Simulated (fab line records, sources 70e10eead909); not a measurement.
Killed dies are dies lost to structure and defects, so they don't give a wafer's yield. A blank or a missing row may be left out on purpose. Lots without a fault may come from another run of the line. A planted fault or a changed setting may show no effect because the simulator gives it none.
Chamber matching | flow nand_harc | NHARC_THIN_TSV_CMP_01 on cmp-01: 4 sister chambers
The step polishes. 4 wafers are shown with their chamber, then 12 later ones without.

WAFERS WITH THEIR CHAMBER
wafer  | chamber | motor_current_A (A)
L086.4 | 3       | 12.7
L089.1 | 1       | 9.7
L091.3 | 0       | 11.3
L091.6 | 2       | 8.7

WAFERS WITHOUT THEIR CHAMBER
wafer  | motor_current_A (A)
L091.1 | 12.4
L091.2 | 9.3
L091.5 | 13.3
L088.3 | 10.1
L088.4 | 8.2
L088.6 | 11.2
L097.1 | 13.5
L097.2 | 8.8
L097.5 | 13.2
L097.3 | 11.3
L097.4 | 9.9
L097.6 | 11.8

WHICH CHAMBER EACH WENT THROUGH
wafer  | from the rows above     | in truth
L091.1 | can't be placed: 3 or 0 | 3
L091.2 | can't be placed: 1 or 2 | 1
L091.5 | 3                       | 3
L088.3 | can't be placed: 1 or 0 | 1
L088.4 | 2                       | 2
L088.6 | 0                       | 0
L097.1 | 3                       | 3
L097.2 | can't be placed: 2 or 1 | 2
L097.5 | 3                       | 3
L097.3 | 0                       | 0
L097.4 | 1                       | 1
L097.6 | can't be placed: 0 or 3 | 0
Placed correctly: 7 of 12. Can't be placed from these rows: 5 (the true chamber is among the candidates in 5). Placed wrongly: 0.
How it was worked out, from the rows above alone: a wafer's distance from a chamber is the root of the sum, over the readings, of the square of ((its reading less the chamber's mean) divided by the reading's scatter). The wafer belongs to the nearest chamber; if the next one is less than 2 further off, it can't be placed. A chamber's mean is the mean of its shown wafers. The scatter: with one shown wafer a chamber, the root of the mean of the squares of how far each hidden wafer lies from its nearest shown one.
